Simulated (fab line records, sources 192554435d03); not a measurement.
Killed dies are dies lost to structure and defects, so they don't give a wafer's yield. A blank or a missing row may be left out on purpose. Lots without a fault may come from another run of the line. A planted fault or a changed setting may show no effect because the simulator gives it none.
fab line records | flow n5_finfet
record lots=9 wafers=27 last_day=19
route steps=1938 shown ZERO_LAYER@19 WELL_APT@32 PMOS_HMC_CHANNEL_EPI@57 BEOL_M4@1111
lots that met no fault: from a run of the same line without faults
start_h: hours from the record's first day to the start of the lot's first wafer shown | wait_h: hours since the lot's step before | " the same as in the row above | L1.1+2: a row that stands for several wafers | - no value, or no start given | * or withheld: withheld | < > ~ a bound
route shown NAME@n: a module of which the file shows steps, and the number in the route of the first | usual: mean/standard deviation of fault-free wafers | same: alike in all rows | chamber/n: place in a boat | sites: the reading at each site | _std_site: their standard deviation | _edge_site: outer sites' mean less inner sites' | radius_mm: how far each site lies from the wafer's centre | mask NAME#n: copy n | behind: the tool/chamber that last shaped the wafer | hold: why the lot was held/for how many hours/how that ended | device: the transistor (n, p or np) that didn't switch | end of line: the same wafers' tests at the end of the route | a step without rows: its recipe alone | killed: dies lost to structure and defects at the first sort, not the wafer's yield | map: a wafer's dies, x killed, . not, _ none there
set.NAME: the setting as run; set.NAME@STEP: as run at that earlier step | model.NAME: the simulator's own value behind a step, which no gauge read
steps of the route over a sample of lots; a table a step, a row a wafer
services: from which hour (start_h, from the record's first day; less than 0 if before it) a tool's chamber was out of use, for how many hours, and why
## steps
# step N5_ZERO_LAYER_INSPECT_20
# recipe inspect_instrument=darkfield mode=post_clean
# usual raw_defect_count=34/17
# columns lot.wafer tool chamber start_h wait_h raw_defect_count
L921.1 defect_inspect-02 - 31.58 0.0 25
L921.2 " - " " 22
L921.4 " - " " 35
L924.2 defect_inspect-02 - 49.42 0.0 28
L924.3 " - " " 18
L924.4 " - " " 19
L926.3 defect_inspect-02 - 61.38 0.0 29
L926.4 " - " " 16
L926.6 " - " " 39
L930.1 defect_inspect-02 - 85.27 0.0 31
L930.2 " - " " 12
L930.3 " - " " 25
L931.1 defect_inspect-01 - 91.44 0.0 11
L931.2 " - " " 17
L931.5 " - " " 18
L932.1 defect_inspect-02 - 97.27 0.0 47
L932.4 " - " " 28
L932.5 " - " " 21
L934.1 defect_inspect-02 - 109.50 0.0 33
L934.5 " - " " 38
L934.6 " - " " 27
L940.1 defect_inspect-01 - 145.41 0.0 75
L940.3 " - " " 40
L940.4 " - " " 30
L941.1 defect_inspect-02 - 151.29 0.0 21
L941.3 " - " " 26
L941.6 " - " " 23
# step N5_WELL_APT_IMPLANT_14
# recipe species=P energy_kev=160 dose_cm2=1.5e+13 tilt_deg=0 rotation_deg=0
# usual dose_ions_cm2=1.4998e+13/1.6e+10 faraday_current_uA=190/3.6 tilt_deg=-0.002/0.02
# columns lot.wafer tool chamber start_h wait_h dose_ions_cm2 faraday_current_uA tilt_deg
L921.1 implanter-01 0 32.32 0.1 1.5035e+13 187 -0.012
L921.2 " 0 " " 1.4997e+13 185 -0.005
L921.4 " 0 " " 1.5007e+13 189 0.019
L924.2 implanter-02 0 50.47 0.1 1.4967e+13 195 -0.005
L924.3 " 0 " " 1.5006e+13 189 0.016
L924.4 " 0 " " 1.4994e+13 189 0.010
L926.3 implanter-02 0 61.93 0.1 1.499e+13 189 0.022
L926.4 " 0 " " 1.5001e+13 190 -0.011
L926.6 " 0 " " 1.5004e+13 197 0.008
L930.1 implanter-02 0 86.15 0.1 1.4994e+13 191 0.030
L930.2 " 0 " " 1.4986e+13 191 0.013
L930.3 " 0 " " 1.4999e+13 191 0.033
L931.1 implanter-01 0 91.94 0.1 1.501e+13 193 0.019
L931.2 " 0 " " 1.5013e+13 194 -0.031
L931.5 " 0 " " 1.5016e+13 197 -0.021
L932.1 implanter-02 0 97.77 0.1 1.4989e+13 187 -0.022
L932.4 " 0 " " 1.4972e+13 193 0.005
L932.5 " 0 " " 1.4996e+13 189 0.004
L934.1 implanter-02 0 109.99 0.1 1.4984e+13 198 0.009
L934.5 " 0 " " 1.4987e+13 185 -0.007
L934.6 " 0 " " 1.4973e+13 194 -0.028
L940.1 implanter-02 0 145.90 0.1 1.8084e+13 238 -0.025
L940.3 " 0 " " 1.8084e+13 230 0.010
L940.4 " 0 " " 1.8069e+13 227 0.024
L941.1 implanter-02 0 151.78 0.1 1.806e+13 230 -0.028
L941.3 " 0 " " 1.8045e+13 232 -0.003
L941.6 " 0 " " 1.8074e+13 229 -0.008
# step N5_PMOS_HMC_CHANNEL_EPI_HM_DEP_34
# recipe material=SiO2 target_thk_a=360 temp_c=400 precursor=TEOS/O2 pressure_torr=6.5 rf_w=900 teos_flow_sccm=161.4 gas=O2 flow_sccm=2650 time_s=6.9
# usual heater_power_w=520/54 rf_fwd_power_W=885/3.3 showerhead_plenum_p_Torr=8.34/0.033 throttle_valve_pct=18.1/0.86
# columns lot.wafer tool chamber start_h wait_h heater_power_w rf_fwd_power_W showerhead_plenum_p_Torr throttle_valve_pct
L921.1 pecvd-02 1 35.78 0.0 546 883 8.33 18.7
L921.2 " 0 " " 606 878 8.34 18.4
L921.4 " 1 " " 530 884 8.31 18.6
L924.2 pecvd-02 1 53.99 0.0 522 890 8.32 18.4
L924.3 " 2 " " 493 889 8.34 16.7
L924.4 " 2 " " 495 890 8.35 17.1
L926.3 pecvd-02 0 65.01 0.0 600 882 8.34 18.2
L926.4 " 2 " " 454 882 8.35 17.0
L926.6 " 1 " " 513 882 8.34 18.5
L930.1 pecvd-03 2 88.99 0.0 595 885 8.29 17.3
L930.2 " 1 " " 512 885 8.32 18.1
L930.3 " 0 " " 596 880 8.32 18.6
L931.1 pecvd-02 2 94.83 0.0 525 882 8.34 17.0
L931.2 " 1 " " 536 887 8.32 18.7
L931.5 " 0 " " 614 887 8.34 18.6
L932.1 pecvd-01 2 100.67 0.0 441 886 8.29 16.8
L932.4 " 2 " " 427 883 8.31 16.5
L932.5 " 0 " " 586 883 8.41 19.1
L934.1 pecvd-01 0 113.00 0.0 566 883 8.39 19.1
L934.5 " 0 " " 558 880 8.40 19.4
L934.6 " 2 " " 522 883 8.29 16.6
L940.1 pecvd-02 2 149.08 0.0 459 884 8.32 17.0
L940.3 " 0 " " 620 887 8.34 18.4
L940.4 " 2 " " 461 886 8.33 17.0
L941.1 pecvd-01 0 154.69 0.0 504 881 8.41 18.7
L941.3 " 1 " " 482 887 8.34 19.0
L941.6 " 2 " " 463 883 8.29 16.7
# step N5_PMOS_HMC_CHANNEL_EPI_HM_OPEN_15
# recipe chemistry=CHF3/O2 target=SiO2 mask_material=CAR-ArF-block target_depth_a=406 CHF3_flow_sccm=50 O2_flow_sccm=5 Ar_flow_sccm=200 time_s=20.3 pressure_mtorr=30 source_w=650 bias_w=170 ion_energy_ev=200
# usual drypump_motor_current_A=5.5/0.37 oes_product_au=0.78/0.075 rf_fwd_power_W=646.3/2.1 rf_vpp_V=529/13 showerhead_plenum_p_Torr=2.45/0.076 throttle_valve_pct=19.04/0.2
# columns lot.wafer tool chamber start_h wait_h drypump_motor_current_A oes_product_au rf_fwd_power_W rf_hours_counter_h rf_vpp_V showerhead_plenum_p_Torr throttle_valve_pct
L921.1 rie_diel-02 2 36.37 0.0 5.7 0.80 646.6 108 549 2.53 18.86
L921.2 " 0 " " 5.5 0.83 646.2 58 520 2.46 18.99
L921.4 " 0 " " 5.5 0.84 645.7 - 520 2.46 18.99
L924.2 rie_diel-02 2 54.44 0.0 5.7 0.80 649.4 115 549 2.52 18.88
L924.3 " 0 " " 5.6 0.83 645.3 64 519 2.46 19.01
L924.4 " 2 " " 5.7 0.79 646.9 - 549 2.52 18.87
L926.3 rie_diel-05 1 65.96 0.0 6.1 0.86 649.1 47 530 2.44 18.88
L926.4 " 2 " " 5.7 0.77 648.6 117 501 2.31 18.99
L926.6 " 3 " " 5.4 0.78 646.1 - 527 2.34 18.94
L930.1 rie_diel-04 2 89.53 0.0 5.0 0.68 645.7 239 537 2.48 19.37
L930.2 " 1 " " 5.0 0.77 645.3 118 534 2.52 18.90
L930.3 " 3 " " 5.3 0.70 648.3 199 533 2.38 19.15
L931.1 rie_diel-05 0 95.45 0.0 4.9 0.68 648.5 225 538 2.49 19.43
L931.2 " 3 " " 5.3 0.76 646.5 148 526 2.34 18.92
L931.5 " 0 " " 4.9 0.68 647.3 - 537 2.49 19.44
L932.1 rie_diel-02 2 101.24 0.0 5.8 0.77 646.3 132 547 2.52 18.90
L932.4 " 3 " " 5.7 0.68 646.7 246 508 2.30 19.25
L932.5 " 3 " " 5.7 0.69 646.6 - 510 2.30 19.24
L934.1 rie_diel-04 0 113.57 0.0 5.5 0.75 645.7 169 543 2.51 18.71
L934.5 " 2 " " 4.9 0.67 644.8 - 537 2.48 19.39
L934.6 " 1 " " 5.0 0.76 644.8 - 534 2.52 18.92
L940.1 rie_diel-05 3 149.67 0.0 5.3 0.75 646.0 163 526 2.33 18.98
L940.3 " 1 " " 6.2 0.83 647.4 73 529 2.43 18.91
L940.4 " 0 " " 4.9 0.67 648.4 241 537 2.48 19.47
L941.1 rie_diel-02 0 155.59 0.0 5.6 0.78 651.1 101 519 2.45 19.07
L941.3 " 1 " " 6.0 0.88 643.0 40 526 2.46 19.21
L941.6 " 1 " " 6.0 0.88 646.9 - 524 2.46 19.22
# step N5_BEOL_M4_RC_MEAS_101
# usual DIBL_N=36.1/1.6 DIBL_P=35.7/1.8 IOFF_N=0.159/0.027 IOFF_P=0.21/0.03 ION_N=673/10 ION_P=462/7.4 RS_NWELL=1036/6.4 SS_N=71.4/0.56 SS_P=73.2/0.61 VT_N=249.7/3 VT_P=-250/3.1
# columns lot.wafer tool chamber start_h wait_h DIBL_N[mV/V] DIBL_P[mV/V] IOFF_N[nA/um] IOFF_P[nA/um] ION_N[uA/um] ION_P[uA/um] RS_NWELL[ohm/sq] SS_N[mV/dec] SS_P[mV/dec] VT_N[mV] VT_P[mV]
L921.1 prober-02 0 183.10 0.0 33.5 30.8 0.133 0.20 683 480 1037 70.9 72.1 249.5 -248
L921.2 " 0 " " 35.2 33.0 0.156 0.23 686 476 1034 70.7 72.6 249.5 -246
L921.4 " 0 " " 37.1 34.6 0.187 0.26 677 471 1033 72.3 73.4 245.7 -244
L924.2 prober-02 0 198.93 0.2 36.3 36.8 0.176 0.18 673 447 1031 72.0 73.6 248.2 -254
L924.3 " 0 " " 36.4 36.8 0.164 0.18 676 449 1030 72.0 73.6 250.7 -252
L924.4 " 0 " " 36.9 38.2 0.171 0.22 683 455 1035 72.6 73.5 250.2 -252
L926.3 prober-01 0 210.14 0.3 35.6 34.9 0.137 0.18 654 451 1041 71.5 72.7 255.4 -251
L926.4 " 0 " " 36.1 36.6 0.155 0.22 670 462 1041 70.7 72.8 249.0 -249
L926.6 " 0 " " 34.8 35.5 0.139 0.20 670 466 1031 70.8 73.3 249.9 -250
L930.1 prober-01 0 237.41 0.0 38.7 37.3 0.185 0.24 683 466 1033 71.8 73.4 248.5 -250
L930.2 " 0 " " 37.7 36.7 0.170 0.22 676 463 1040 71.8 74.3 249.2 -248
L930.3 " 0 " " 36.6 34.5 0.151 0.19 654 450 1041 71.3 73.6 253.6 -251
L931.1 prober-02 0 244.78 0.0 36.8 38.0 0.164 0.26 664 462 1032 71.3 73.9 248.3 -246
L931.2 " 0 " " 35.7 36.2 0.139 0.22 675 471 1029 71.6 72.9 252.3 -250
L931.5 " 0 " " 36.5 37.4 0.158 0.25 678 469 1040 70.7 74.2 249.6 -245
L932.1 prober-02 0 252.43 0.0 35.3 35.3 0.144 0.19 664 458 1036 70.8 73.9 253.9 -252
L932.4 " 0 " " 33.6 33.2 0.117 0.18 641 453 1040 71.1 72.3 256.6 -251
L932.5 " 0 " " 34.6 35.1 0.140 0.19 662 454 1046 71.1 74.0 250.2 -251
L934.1 prober-02 0 255.59 0.0 36.1 36.2 0.161 0.22 682 473 1022 72.0 72.8 248.9 -245
L934.5 " 0 " " 35.4 35.9 0.151 0.22 681 466 1028 71.7 73.7 250.4 -246
L934.6 " 0 " " 37.2 38.5 0.198 0.26 694 471 1028 71.3 72.9 244.0 -246
L941.1 prober-02 0 328.91 0.0 34.9 33.0 0.124 0.19 667 465 936 70.6 72.9 250.1 -249
L941.3 " 0 " " 40.0 39.2 0.210 0.30 684 473 941 71.4 75.1 246.3 -246
L941.6 " 0 " " 37.2 35.1 0.147 0.23 675 478 937 70.6 73.6 249.8 -248
L940.1 prober-01 0 341.71 0.0 35.2 34.8 0.156 0.22 662 460 939 71.1 73.1 247.2 -244
L940.3 " 0 " " 34.7 33.7 0.139 0.20 670 468 941 70.9 72.1 251.6 -245
L940.4 " 0 " " 36.7 36.9 0.201 0.26 694 482 929 71.0 73.1 243.3 -242
## services
# columns tool chamber start_h hours kind
rie_diel-02 3 10.81 5.2 repair
pecvd-02 2 21.12 - clean
pecvd-02 2 21.12 - consumable_replace:showerhead
pecvd-02 2 21.12 29.0 scheduled_down
pecvd-02 2 21.12 29.0 vent_cycle
rie_diel-02 1 24.86 - clean
rie_diel-02 1 24.86 - consumable_replace:focus_ring
rie_diel-02 1 24.86 16.6 scheduled_down
rie_diel-02 1 24.86 16.6 vent_cycle
rie_diel-02 0 28.01 4.1 repair
rie_diel-04 - 38.56 2.8 pm
rie_diel-02 3 50.39 12.1 repair
rie_diel-04 - 54.55 14.6 pm
rie_diel-02 3 66.11 4.3 repair
rie_diel-05 0 66.63 1.9 repair
rie_diel-04 - 95.90 0.4 repair
rie_diel-02 3 117.94 - clean
implanter-02 - 124.84 2.5 pm
rie_diel-05 2 128.71 1.6 repair
implanter-01 - 129.18 32.0 pm
pecvd-02 1 130.79 30.3 repair
rie_diel-05 - 139.60 0.4 repair
pecvd-02 - 139.70 0.8 repair
pecvd-03 - 146.85 5.5 pm
## key
first_sign step=N5_WELL_APT_IMPLANT_14 reading=dose_ions_cm2 direction=up sigmas=99+ usual=1.4998e+13 struck=1.807e+13
effect step=N5_WELL_APT_IMPLANT_14 reading=faraday_current_uA direction=up sigmas=11 usual=190 struck=231
effect step=N5_BEOL_M4_RC_MEAS_101 reading=RS_NWELL direction=down sigmas=15 usual=1036 struck=937
met_at N5_WELL_APT_IMPLANT_14
struck_lots L940,L941
not_acting_at N5_ZERO_LAYER_INSPECT_20,N5_PMOS_HMC_CHANNEL_EPI_HM_DEP_34,N5_PMOS_HMC_CHANNEL_EPI_HM_OPEN_15
onset_between 109.99 145.90
fault kind=process_parameter_drift tool=implanter-02 chamber=- onset_h=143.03 steps=N5_WELL_APT_IMPLANT_14 channel=dose_cm2 offset=3.0696e+12 shape=step end_h=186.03 acts_in=these_recipes_only stated=1.5e+13
